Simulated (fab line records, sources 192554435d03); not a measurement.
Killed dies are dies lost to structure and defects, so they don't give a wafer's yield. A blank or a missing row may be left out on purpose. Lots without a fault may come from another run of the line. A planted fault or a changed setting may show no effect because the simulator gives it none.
Chamber matching | flow n5_finfet | N5_PASSIVATION_ETCH_54 on rie_diel-04: 4 sister chambers
The step etches SiO2 in CHF3/O2, target depth 880 nm, time 440 s. 4 wafers are shown with their chamber, then 8 later ones without.

WAFERS WITH THEIR CHAMBER
wafer  | chamber | rf_vpp_V (V)
L290.2 | 3       | 497
L289.4 | 0       | 529
L289.6 | 1       | 545
L297.3 | 2       | 540

WAFERS WITHOUT THEIR CHAMBER
wafer  | rf_vpp_V (V)
L297.4 | 546
L297.5 | 540
L298.2 | 526
L298.3 | 497
L298.5 | 546
L306.2 | 496
L306.3 | 527
L306.5 | 546

WHICH CHAMBER EACH WENT THROUGH
wafer  | from the rows above | in truth
L297.4 | 1                   | 1
L297.5 | 2                   | 2
L298.2 | 0                   | 0
L298.3 | 3                   | 3
L298.5 | 1                   | 1
L306.2 | 3                   | 3
L306.3 | 0                   | 0
L306.5 | 1                   | 1
Placed correctly: 8 of 8. Can't be placed from these rows: 0. Placed wrongly: 0.
How it was worked out, from the rows above alone: a wafer's distance from a chamber is the root of the sum, over the readings, of the square of ((its reading less the chamber's mean) divided by the reading's scatter). The wafer belongs to the nearest chamber; if the next one is less than 2 further off, it can't be placed. A chamber's mean is the mean of its shown wafers. The scatter: with one shown wafer a chamber, the root of the mean of the squares of how far each hidden wafer lies from its nearest shown one.
